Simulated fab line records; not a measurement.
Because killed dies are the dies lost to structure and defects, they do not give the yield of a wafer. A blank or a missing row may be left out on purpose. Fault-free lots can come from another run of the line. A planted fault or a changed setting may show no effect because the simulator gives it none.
fab line records ; flow n5_finfet
[record] lots = 3; wafers = 9; last_day = 21
route steps=1938 shown BEOL_M3@1011 BEOL_M4@1021 PASSIVATION@1936
lots untouched by any fault: they come from a run of this same line in which no faults occurred
start_h: the number of hours between the record's first day and the start of the first shown wafer of the lot ; wait_h: how many hours have passed since the lot's step before this one ; " the same as in the row above ; L1.1+2: a row that stands for several wafers ; - either no value or no given start ; * or withheld: withheld ; < > ~ a bound
route shown NAME@n: names a module that has steps shown in the file, with the first one's number in the route ; usual: average and standard deviation across the fault-free wafers ; same: alike in all rows ; chamber/n: place in a boat ; sites: each site's reading ; _std_site: their standard deviation ; _edge_site: mean of outer sites minus mean of inner sites ; radius_mm: for every site, how far away it sits from the centre of the wafer ; mask NAME#n: copy n ; behind: tool/chamber where the wafer was last shaped ; hold: why the lot was held/for how many hours/how that ended ; device: the transistor (n, p or np) that didn't switch ; end of line: tests run on the same wafers once the route is complete ; step lacking rows: just its recipe ; killed: not the wafer's yield, but the dies lost to structure and defects at the first sort ; map: a wafer's dies, marking killed ones x, the rest . and places with no die _
set.NAME: the setting that was run; set.NAME@STEP: the one run at that earlier step ; model.NAME: the simulator's own value behind a step, which no gauge read
lots at some steps of the route; a table a step, a row a wafer
services: the hour from which a tool's chamber was out of use, counted from the record's first day as start_h (under 0 if before that day), plus the number of hours and why
[[steps]]
[step N5_BEOL_M3_ECD_50]
[recipe] material = Cu; target_thk_a = 3000
[step N5_BEOL_M3_ANNEAL_51]
[recipe] temp_c = 225; time_s = 90; ambient = N2
[step N5_BEOL_M3_CMP_52]
[recipe] stop_on = SiOC; t_overpolish_s = 6.8; down_force_psi = 1; platen_rpm = 50; clearing_platen_down_force_psi = 1.5; clearing_platen_rpm = 50; post_cmp_clean = cu_alkaline; target_thk_nm = 40; clearing_platen_pad_velocity_m_s = 0.99484; pad_velocity_m_s = 0.99484
[step N5_BEOL_M3_PRE_CLEAN_60]
[recipe] gas = NH3/H2; time_s = 15; temp_c = *; rf_power_w = 300
[step N5_BEOL_M3_CO_CAP_55]
[recipe] material = Co; target_thk_a = 20; temp_c = 200; precursor = CCTBA/H2; pressure_torr = 30; time_s = 102.1
[step N5_BEOL_M3_PRE_CLEAN_56]
[recipe] gas = NH3; time_s = 15; temp_c = withheld; rf_power_w = 300
[step N5_BEOL_M3_DEP_57]
[recipe] material = SiCN; target_thk_a = 80; temp_c = withheld; precursor = 3MS/NH3; pressure_torr = 3; rf_w = 202; time_s = 14
[step N5_BEOL_M4_ILD_DEP_00]
[recipe] material = SiOC; target_thk_a = 790; temp_c = 350; precursor = DEMS/O2; pressure_torr = 5; rf_w = 500; time_s = 15.3
[step N5_BEOL_M4_PECVD_72]
[recipe] material = SiO2; target_thk_a = 160; temp_c = 400; precursor = TEOS/O2; pressure_torr = 5.5; rf_w = 450; teos_flow_sccm = 53.8; gas = O2; flow_sccm = 3000; time_s = 18
[usual] heater_power_outer_w = 383/69; heater_power_w = 660/110; showerhead_plenum_p_Torr = 8.81/0.062; susceptor_temp_C = 399.99/0.21; throttle_valve_pct = 22.4/1.1
lot.wafer;tool;chamber;start_h;wait_h;heater_power_outer_w;heater_power_w;showerhead_plenum_p_Torr;since_wet_clean_h;susceptor_temp_C;throttle_valve_pct
L385.2;pecvd-01;0;231.58;0.0;369;651;8.77;935;400.19;23.7
L385.3;pecvd-01;2;231.58;0.0;334;575;8.84;181;399.69;21.1
L385.5;pecvd-01;2;231.58;0.0;345;587;8.82;-;400.03;21.0
L392.1;pecvd-01;0;259.53;0.0;377;645;8.79;963;400.10;23.6
L392.4;pecvd-01;1;259.53;0.0;473;814;8.88;-;400.11;21.3
L392.5;pecvd-01;0;259.53;0.0;370;653;8.77;-;400.12;23.7
L403.2;pecvd-01;1;347.85;0.0;470;824;8.88;1777;399.95;21.4
L403.3;pecvd-01;0;347.85;0.0;325;603;8.75;1052;400.19;24.1
L403.4;pecvd-01;2;347.85;0.0;265;491;8.83;-;399.63;20.8
[step N5_BEOL_M4_HM_DEP_02]
[recipe] material = TiN; target_thk_a = 200; temp_c = 25; chamber_pressure_pa = 0.49996
[step N5_BEOL_M4_COAT_61]
[recipe] resist = SOC; temp_c = 250; time_s = 60; spin_rpm = 1500; resist_thk_nm = 60
[step N5_BEOL_M4_COAT_62]
[recipe] resist = SiARC; temp_c = 220; time_s = 60; spin_rpm = 1500; resist_thk_nm = 12
[step N5_BEOL_M4_COAT_73]
[recipe] resist = underlayer; temp_c = 205; time_s = 60; spin_rpm = 1500; resist_thk_nm = 5
[step N5_BEOL_M4_COAT_05]
[recipe] resist = CAR-EUV; spin_rpm = 1500; resist_thk_nm = 30
[step N5_BEOL_M4_EBR_07]
[recipe] solvent = PGMEA; ebr_width_mm = 1.5
[step N5_BEOL_M4_SOFTBAKE_06]
[recipe] temp_c = 110; time_s = 60; resist = CAR-EUV
[step N5_BEOL_M4_EXPOSE_08]
[recipe] mask_id = M4; na = 0.33; source_shape = dipole; sigma_inner = 0.369; sigma_outer = 0.767; polarization = unpolarized; dose_mj = 41.25
[step N5_BEOL_M4_PEB_09]
[recipe] peb_temp_c = 100; peb_time_s = 60; resist = CAR-EUV
[step N5_BEOL_M4_DEVELOP_10]
[recipe] develop_time_s = 30; developer = TMAH; resist = CAR-EUV; rinse_liquid = surfactant_rinse; dry = air_spin; dev_temp_c = 23
[step N5_BEOL_M4_DESCUM_16]
[recipe] chemistry = O2; time_s = 7; source_power_w = 50; bias_power_w = 20; pressure_mtorr = 20; rf_frequency_hz = 2.712e+07; temp_c = 40; resist = CAR-EUV; o2_flow_sccm = 225
[step N5_BEOL_M4_ETCH_74]
[recipe] chemistry = N2/H2; target = underlayer; target_depth_a = 65; mask_material = CAR-EUV; time_s = 5.2; ion_energy_ev = 200; pressure_mtorr = 30; source_w = 840; bias_w = 150; n2_flow_sccm = 200; h2_flow_sccm = 200; ends = cleared
[step N5_BEOL_M4_ETCH_63]
[recipe] chemistry = CF4; target = SiARC; target_depth_a = 156; mask_material = CAR-EUV; time_s = 26; ion_energy_ev = 80; pressure_mtorr = 40; source_w = 545; bias_w = 36; Ar_flow_sccm = 100; cf4_flow_sccm = 100; ends = cleared
[step N5_BEOL_M4_ETCH_64]
[recipe] chemistry = N2/H2; target = SOC; target_depth_a = 750; overetch_a = 225; mask_material = SiARC; temp_c = 40; time_s = 121.9; ion_energy_ev = 200; pressure_mtorr = 30; source_w = 840; bias_w = 150; n2_flow_sccm = 200; h2_flow_sccm = 200
[step N5_BEOL_M4_STRIP_65]
[recipe] chemistry = N2/H2; temp_c = 40; n2_flow_sccm = 200; h2_flow_sccm = 200; rf_frequency_hz = 6e+07
[step N5_BEOL_M4_STRIP_75]
[recipe] chemistry = N2/H2; temp_c = 40; n2_flow_sccm = 200; h2_flow_sccm = 200; rf_frequency_hz = 6e+07
[step N5_BEOL_M4_STRIP_66]
[recipe] chemistry = CF4; resist = SiARC; power_w = 300; bias_power_w = 75; pressure_mtorr = 50; cf4_flow_sccm = 150; rf_frequency_hz = 6e+07
[step N5_BEOL_M4_HM_OPEN_17]
[recipe] chemistry = Cl2/BCl3; target_depth_a = 200; overetch_a = 60; target = TiN; mask_material = SOC; ion_energy_ev = 150; pressure_mtorr = 10; icp_w = 1000; bias_w = 126; Cl2_flow_sccm = 53.25; bcl3_flow_sccm = 21.75; Ar_flow_sccm = 25
[step N5_BEOL_M4_STRIP_19]
[recipe] chemistry = O2; power_w = 400; temp_c = 40; pressure_mtorr = 30; rf_frequency_hz = 6e+07; bias_power_w = 0; overash_fraction = 0.2; o2_flow_sccm = 225
[step N5_BEOL_M4_COAT_67]
[recipe] resist = SOC; temp_c = 250; time_s = 60; spin_rpm = 1500; resist_thk_nm = 60
[step N5_BEOL_M4_COAT_68]
[recipe] resist = SiARC; temp_c = 220; time_s = 60; spin_rpm = 1500; resist_thk_nm = 12
[step N5_BEOL_M4_COAT_76]
[recipe] resist = underlayer; temp_c = 205; time_s = 60; spin_rpm = 1500; resist_thk_nm = 5
[step N5_BEOL_M4_COAT_22]
[recipe] resist = CAR-EUV; spin_rpm = 1500; resist_thk_nm = 30
[step N5_BEOL_M4_EBR_24]
[recipe] solvent = PGMEA; ebr_width_mm = 1.5
[step N5_BEOL_M4_SOFTBAKE_23]
[recipe] temp_c = 110; time_s = 60; resist = CAR-EUV
[step N5_PASSIVATION_PROBE_49]
[usual] defect_limited_yield = 91.1/1.4; killed_at_M0_to_M3 = 34/9.6; killed_at_M4_up = 15/5.3; killed_at_contacts = 12/6.1; killed_at_front_end = 40/11; killed_at_other = 3.5/2.8; killed_dies = 105/17; killed_open = 70/12; killed_short = 34/7.7; sort_bin_5_function = 5.2/0.97; sort_bin_6_memory = 3.4/0.62; sort_n_pass = 1075/17; sort_yield_pct = 91.1/1.4
[same] gross_dies = 1180; killed_at_back_side = 0; sort_bin_4_leakage[%] = 0; sort_bin_8_speed[%] = 0
lot.wafer;tool;chamber;start_h;wait_h;defect_limited_yield[%];killed_at_M0_to_M3;killed_at_M4_up;killed_at_contacts;killed_at_front_end;killed_at_other;killed_dies;killed_open;killed_short;sort_bin_5_function[%];sort_bin_6_memory[%];sort_n_pass;sort_yield_pct[%]
L392.1;prober-01;-;420.52;0.0;92.0;22;28;12;26;6;94;45;30;5.1;2.3;1086;92.0
L392.4;prober-01;-;420.67;0.2;82.8;38;115;7;41;2;203;62;31;10.3;4.7;977;82.8
L392.5;prober-01;-;420.72;0.2;89.4;23;39;6;55;2;125;71;26;6.1;3.0;1055;89.4
// killed by level:class
L392.1 BEOL_M4:unspecified=19 FIN_SAQP:geometric_particle:open=10 MOL_CONTACT_COAG:geometric_particle:open=10 FIN_SAQP:geometric_particle:short=8 BEOL_M0_SAQP:geometric_particle:short=6 BEOL_M3:geometric_particle:open=5 BEOL_M2:geometric_particle:open=4 BEOL_M2:geometric_particle:short=3
L392.4 BEOL_M4:unspecified=100 HKMG_FIN:area_etch=10 FIN_SAQP:geometric_particle:open=9 FIN_SAQP:geometric_particle:short=9 BEOL_M1:geometric_particle:open=9 BEOL_M0_SAQP:geometric_particle:open=9 MOL_CONTACT_COAG:geometric_particle:open=6 BEOL_M3:geometric_particle:open=6
L392.5 BEOL_M4:unspecified=18 BEOL_M4:geometric_particle:open=12 HKMG_FIN:area_etch=10 BEOL_M3:geometric_particle:open=9 FIN_SAQP:geometric_particle:open=8 GATE_CUT:geometric_particle:short=8 BEOL_M1:geometric_particle:open=7 DUMMY_GATE:geometric_particle:open=6
// map L392.4 (x killed, . not)
_________________.......x...x________________
______________....x............._____________
___________..................x...x.__________
__________........xx........x......._________
________..........x.x................._______
_______.................x......x....x..______
______x...x.........x...x.x............._____
_____.......x.....x...x.xx.xx............____
____..........x.x.xx.xxxx.x.x...x..x......___
___.......x..xx....xxxxxxxx.xx.........x...__
___...............xxxxxxxxxxxxx..x....x...x__
__x........x.....xxxxxxxxxxxx.x.x.x...x....._
__.................xxxxxxxxxxx.............x_
_..........x....x.xxxxxxxxxxx.x.....x........
_........xx.....x..xxxxxxxxxx.x..............
_x.........x.....xx..xxxxxxxx............x...
_.x...................xxx..xx.........x.x....
_.....x....................x.................
_...x.....................x....x.............
_................x......x............x......x
_x.........x..x......x....................x..
__.x.................x......................_
__x.x................x...........xx........._
___...........x.............xx...xx........__
___...........x.x......x..................x__
____xx..................................x.___
_____.............................x......____
______x..x.............................._____
_______x...x.x..x............x.x.......______
________......x..................xx.x._______
__________........x................._________
___________.........x.xx...xx.x....__________
______________..x.....x........._____________
_________________...........x________________
// map L403.2 (x killed, . not)
_________________......x.....________________
______________.x...............x_____________
___________x...........x...........__________
__________x........x................_________
________x..x....x..x..xx.......x...x.._______
_______.x.........x....xxx........x..x.______
______.x........x...x.........x........._____
_____..............................x.....____
____.......x..x.x.................x..x....___
___.......x.....................x..........__
___.............x..........................__
__.....x...x....x...x.......x..............._
__.....x............................x......._
_.................x..................x.......
_......x.....x...............................
_..........x..x........................x..x..
_x....................x..........x......x....
_....x.......................................
_.........................x...........x...x..
_........................................x...
_................x...x.......................
__.x.....x...x...........x..x.x.x..........._
__...........x.............xx..............._
___.......x.............x......x.x...x.....__
___.......x...........xxx........x.....x...__
____x.....x.................x..x..........___
_____.......................x.........x..____
______.....x........xx.................._____
_______..x....x...........x............______
________......x...............x.x....._______
__________..........x............x.._________
___________........x...............__________
______________.x..............x._____________
_________________.......x...x________________
[[services]]
tool;chamber;start_h;hours;kind
pecvd-01;-;212.39;6.0;pm
pecvd-01;1;239.56;2.1;scheduled_down
pecvd-01;-;256.72;1.2;repair
pecvd-01;-;264.29;1.3;repair
pecvd-01;-;334.31;2.8;pm
pecvd-01;0;344.38;2.1;scheduled_down
[[key]]
[first_sign] step = N5_PASSIVATION_PROBE_49; reading = killed_at_M4_up; direction = up; sigmas = 8.6; usual = 15; struck = 61
[more_kills_born_at] N5_BEOL_M4_PECVD_72@pecvd-01 = 137
met_at N5_BEOL_M4_PECVD_72
struck_wafers L392.1,L392.4,L392.5
[baseline_loss] step = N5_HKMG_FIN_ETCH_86; wafers = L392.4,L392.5
onset_between 231.58 259.53
[fault] kind = chamber_particle_source; tool = pecvd-01; chamber = -; onset_h = 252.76; steps = N5_BEOL_M4_PECVD_72; rate_per_visit_cm2 = 0.51355; end_h = 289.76
// baseline_loss: these wafers lose ten dies or more at that step, a loss of the line's own and not of a fault; the sort's usual values leave them out
